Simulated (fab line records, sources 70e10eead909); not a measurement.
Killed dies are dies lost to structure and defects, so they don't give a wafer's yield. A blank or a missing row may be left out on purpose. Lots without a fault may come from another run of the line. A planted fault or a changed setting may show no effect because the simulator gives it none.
Which tool did it? | flow nand_harc | 12 lots, 36 wafers sampled, at 4 steps of a route of 1159

WHAT THE GAUGES READ, wafer by wafer
NHARC_A_CONTACT_CD_MEAS_53.
lot  | measured     | on        | cd_nm (nm)
L079 | day 16 22:51 | cd_sem-03 | 190.0 189.0 190.0
L075 | day 17 01:35 | cd_sem-03 | 189.5 189.5 188.7
L077 | day 17 06:07 | cd_sem-03 | 189.2 189.9 188.9
L083 | day 18 06:45 | cd_sem-02 | 188.2 188.5 187.9
L084 | day 18 19:37 | cd_sem-02 | 188.7 188.6 188.9
L085 | day 19 05:10 | cd_sem-01 | 188.9 188.8 189.1
L087 | day 19 22:01 | cd_sem-03 | 190.2 190.3 189.1
L088 | day 20 08:19 | cd_sem-02 | 188.9 188.9 188.6
L091 | day 20 15:22 | cd_sem-03 | 190.1 188.9 190.1
L094 | day 21 01:32 | cd_sem-01 | 189.0 189.1 189.1
L097 | day 21 20:56 | cd_sem-02 | 190.2 190.5 190.4
L096 | day 22 02:06 | cd_sem-03 | 189.8 189.4 189.4

WHICH TOOL RAN EACH LOT (tool, then ch and the chambers of the sampled wafers, then the start)
lot  | NHARC_A_CONTACT_DEP_29          | NHARC_A_CONTACT_ETCH_117             | NHARC_A_CONTACT_ETCH_122
L079 | pecvd-01 ch 0,1, day 16 18:40   | har_cap_etch-01 ch 0,1, day 16 21:30 | har_cap_etch-01 ch 0,1, day 16 21:58
L075 | pecvd-01 ch 0,1, day 16 21:10   | har_cap_etch-01 ch 0,1, day 17 00:14 | har_cap_etch-01 ch 0,1, day 17 00:42
L077 | pecvd-01 ch 1,2, day 17 01:25   | har_cap_etch-01 ch 0,1, day 17 04:38 | har_cap_etch-01 ch 0,1, day 17 05:05
L083 | pecvd-02 ch 0,1, day 18 02:29   | har_cap_etch-03 ch 0,1, day 18 05:22 | har_cap_etch-03 ch 0,1, day 18 05:49
L084 | pecvd-02 ch 1,2, day 18 15:33   | har_cap_etch-02 ch 0,1, day 18 18:16 | har_cap_etch-02 ch 0,1, day 18 18:43
L085 | pecvd-02 ch 0,1,2, day 19 00:58 | har_cap_etch-01 ch 0,1, day 19 03:48 | har_cap_etch-01 ch 0,1, day 19 04:15
L087 | pecvd-01 ch 0,1,2, day 19 16:22 | har_cap_etch-03 ch 0,1, day 19 20:38 | har_cap_etch-03 ch 0,1, day 19 21:05
L088 | pecvd-04 ch 0,1, day 20 04:03   | har_cap_etch-01 ch 0,1, day 20 06:58 | har_cap_etch-01 ch 0,1, day 20 07:25
L091 | pecvd-04 ch 0,1,2, day 20 10:51 | har_cap_etch-01 ch 0,1, day 20 13:55 | har_cap_etch-01 ch 0,1, day 20 14:22
L094 | pecvd-01 ch 0,2, day 20 21:22   | har_cap_etch-02 ch 0,1, day 21 00:10 | har_cap_etch-02 ch 0,1, day 21 00:37
L097 | pecvd-02 ch 0,1, day 21 16:23   | har_cap_etch-01 ch 0, day 21 19:17   | har_cap_etch-01 ch 0, day 21 19:44
L096 | pecvd-02 ch 1,2, day 21 21:16   | har_cap_etch-02 ch 0,1, day 22 00:29 | har_cap_etch-02 ch 0,1, day 22 00:57
- NHARC_A_CONTACT_DEP_29: deposits SiON, target thk 70 nm.
- NHARC_A_CONTACT_ETCH_117: etches the open film in C4F8/O2/Ar, time 94 s, target depth 922 nm.
- NHARC_A_CONTACT_ETCH_122: etches the open film in C4F8/O2/Ar, time 95 s, target depth 930 nm.

THE ANSWER, worked out from the rows above alone
Rule: what is usual is taken from the lots themselves. Put in order of their means at a reading, lots are off if they are a third of the lots or fewer, leave a main group of 4 or more, and stand apart from it by a gap of 3 or more times the standard deviation of the main group's means; of several such gaps the widest counts. A main group whose means are all the same, to the digits that the tables above print for the reading, isn't used. A lot without any number at a reading at which 4 lots or more have one is off too. The other lots that the step has rows for count as sound.
No lot is off at any reading shown: from this, nothing can be told.

WHAT THE SIMULATOR HAD PUT IN
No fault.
